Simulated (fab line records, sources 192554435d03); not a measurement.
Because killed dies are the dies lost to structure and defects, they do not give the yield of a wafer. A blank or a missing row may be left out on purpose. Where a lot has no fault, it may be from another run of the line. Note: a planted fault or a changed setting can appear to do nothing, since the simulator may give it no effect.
Split-lot trial | flow n5_finfet | 7 lots, 39 wafers read, on a route of 1938 steps

THE SPLIT ITSELF
At N5_BEOL_M0_SAQP_PECVD_04 (deposits a-Si from SiH4/He, target thk 60 nm, time 60.2 s), the setting time_s was moved away from the recipe's 60.2 s on 15 of the 39 wafers read, by -59.5% to +54.7%. The other wafers ran this setting at the recipe's value.

FROM THE SPLIT TO THE READING: what the file shows between them, 5 steps
- N5_BEOL_M0_SAQP_THK_MEAS_05
- N5_BEOL_M0_SAQP_HM_DEP_111: deposits SiO2 from SiH4/N2O, target thk 12 nm, time 7.2 s
- N5_BEOL_M0_SAQP_COAT_81: time 60 s, resist thk 100 nm
- N5_BEOL_M0_SAQP_HM_OPEN_112: chemistry CHF3/O2, target SiO2, stops on a-Si, target depth 12 nm, time 13.5 s
- N5_BEOL_M0_SAQP_STRIP_113: strips in CHF3/O2

THE READING
oes_product_au, in a.u., at N5_BEOL_M0_SAQP_MANDREL_ETCH_20 (etches a-Si in HBr/Cl2, stops on SiNx, target depth 60 nm, bt time 10 s, time 30 s). On this fab line, fault-free wafers typically give 0.772 a.u. with a standard deviation of 0.0098 a.u.

wafer  | tool, chamber at the split | time_s as run, s | against the recipe | oes_product_au, a.u. | against lot-mates on the recipe
L086.1 | pecvd-01, 2                | 93.14            | +54.7%             | 0.977                | +0.198
L086.2 | pecvd-01, 1                | 93.14            | +54.7%             | 0.987                | +0.208
L086.3 | pecvd-01, 0                | 60.2             | recipe             | 0.785                | -
L086.4 | pecvd-01, 2                | 60.2             | recipe             | 0.778                | -
L086.5 | pecvd-01, 1                | 60.2             | recipe             | 0.774                | -
L086.6 | pecvd-01, 0                | 93.14            | +54.7%             | 1.000                | +0.221
L087.2 | pecvd-02, 0                | 60.2             | recipe             | 0.767                | -
L087.4 | pecvd-02, 0,2              | 60.2             | recipe             | 0.760                | -
L087.6 | pecvd-02, 0,2              | 60.2             | recipe             | 0.773                | -
L090.1 | pecvd-04, 1                | 25.02            | -58.4%             | 0.517                | -0.252
L090.2 | pecvd-04, 0                | 25.02            | -58.4%             | 0.506                | -0.263
L090.3 | pecvd-04, 2                | 60.2             | recipe             | 0.768                | -
L090.4 | pecvd-04, 1                | 60.2             | recipe             | 0.770                | -
L090.5 | pecvd-04, 0                | 25.02            | -58.4%             | 0.521                | -0.248
L090.6 | pecvd-04, 2                | 60.2             | recipe             | 0.768                | -
L094.1 | pecvd-01, 0,2              | 60.2             | recipe             | 0.768                | -
L094.2 | pecvd-01, 1                | 60.2             | recipe             | 0.755                | -
L094.3 | pecvd-01, 0,2              | 60.2             | recipe             | 0.771                | -
L094.4 | pecvd-01, 1                | 60.2             | recipe             | 0.782                | -
L094.5 | pecvd-01, 2                | 60.2             | recipe             | 0.771                | -
L094.6 | pecvd-01, 0                | 60.2             | recipe             | 0.787                | -
L095.1 | pecvd-01, 0                | 43.41            | -27.9%             | 0.666                | -0.111
L095.2 | pecvd-01, 2                | 43.41            | -27.9%             | 0.653                | -0.124
L095.3 | pecvd-01, 1                | 60.2             | recipe             | 0.774                | -
L095.4 | pecvd-01, 0,2              | 60.2             | recipe             | 0.774                | -
L095.5 | pecvd-01, 1                | 43.41            | -27.9%             | 0.658                | -0.119
L095.6 | pecvd-01, 0,2              | 60.2             | recipe             | 0.782                | -
L096.1 | pecvd-02, 2                | 24.37            | -59.5%             | 0.503                | -0.267
L096.2 | pecvd-02, 0                | 24.37            | -59.5%             | 0.494                | -0.276
L096.3 | pecvd-02, 1                | 60.2             | recipe             | 0.762                | -
L096.4 | pecvd-02, 1                | 60.2             | recipe             | 0.770                | -
L096.5 | pecvd-02, 2                | 24.37            | -59.5%             | 0.506                | -0.264
L096.6 | pecvd-02, 0                | 60.2             | recipe             | 0.777                | -
L097.1 | pecvd-02, 0                | 42.46            | -29.5%             | 0.628                | -0.145
L097.2 | pecvd-02, 2                | 60.2             | recipe             | 0.769                | -
L097.3 | pecvd-02, 1                | 42.46            | -29.5%             | 0.642                | -0.131
L097.4 | pecvd-02, 2                | 60.2             | recipe             | 0.775                | -
L097.5 | pecvd-02, 1                | 42.46            | -29.5%             | 0.644                | -0.129
L097.6 | pecvd-02, 0                | 60.2             | recipe             | 0.776                | -
The file does not say which wafer passed through which chamber wherever a row lists several chambers: such a row stands for several wafers.

THE FIT
A straight line over all 39 wafers: oes_product_au changes by +0.00429 a.u. for each +1% of time_s; r = +1.00; the points scatter about the line by 0.01 a.u.
The same after taking each lot's own level away (the mean of its wafers on the recipe; 39 wafers): +0.00423 a.u. for each +1%; r = +1.00; scatter 0.01 a.u.
That fit puts the effect of the largest move of time_s on the reading at 0.25 a.u.
The lots' own levels span 0.7667 to 0.7790 a.u., that is 1.3 times the standard deviation above.
So the lot-to-lot level changes the slope little: the two slopes agree.
Check: -0.255 a.u. against its lot-mates is what the line predicts for one of the wafers moved furthest among these (-59.5%) when that wafer is left out of the fit. Against them it came out at -0.267 a.u.

FURTHER SPLITS ON THESE WAFERS
Before the reading, these wafers also passed through other splits. Each is held against what the fit with the lots' levels taken away leaves over:
other split on the same wafers               | wafers away from the commonest value | r with oes_product_au (lot level and that fit taken away)
N5_FIN_SAQP_SPACER1_ALD_24 ald_cycles        | 9                                    | +0.01
N5_DUMMY_GATE_DESCUM_20 time_s               | 12                                   | -0.04
N5_SD_EPI_P_EPI_21 epi_growth_time_s         | 15                                   | -0.17
N5_MOL_CONTACT_COAG_SPUTTER_143 target_thk_a | 6                                    | +0.17

THE WHOLE CHAIN: every reading that the file lists as answering this split, in the file's order
step                            | what it does                                                                       | reading                                                                               | change (the file's fit)                   | r (the file's)
N5_BEOL_M0_SAQP_PECVD_04        | deposits a-Si from SiH4/He, target thk 60 nm, time 60.2 s                          | a-Si_of_BEOL_M0_SAQP_PECVD_04.thk_nm (the simulator's own value, which no gauge read) | +0.6 nm for each +1% of the setting       | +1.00
N5_BEOL_M0_SAQP_THK_MEAS_05     |                                                                                    | thk_nm                                                                                | withheld for each +1% of the setting      | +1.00
N5_BEOL_M0_SAQP_MANDREL_ETCH_20 | etches a-Si in HBr/Cl2, stops on SiNx, target depth 60 nm, bt time 10 s, time 30 s | oes_product_au                                                                        | +0.00427 a.u. for each +1% of the setting | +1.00
N5_BEOL_M0_SAQP_MANDREL_ETCH_20 | etches a-Si in HBr/Cl2, stops on SiNx, target depth 60 nm, bt time 10 s, time 30 s | etch.depth_nm (the simulator's own value, which no gauge read)                        | +0.582 nm for each +1% of the setting     | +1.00

THE FILE'S OWN FIT
oes_product_au changes by +0.00427 a.u. for each +1% of time_s, r = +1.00.
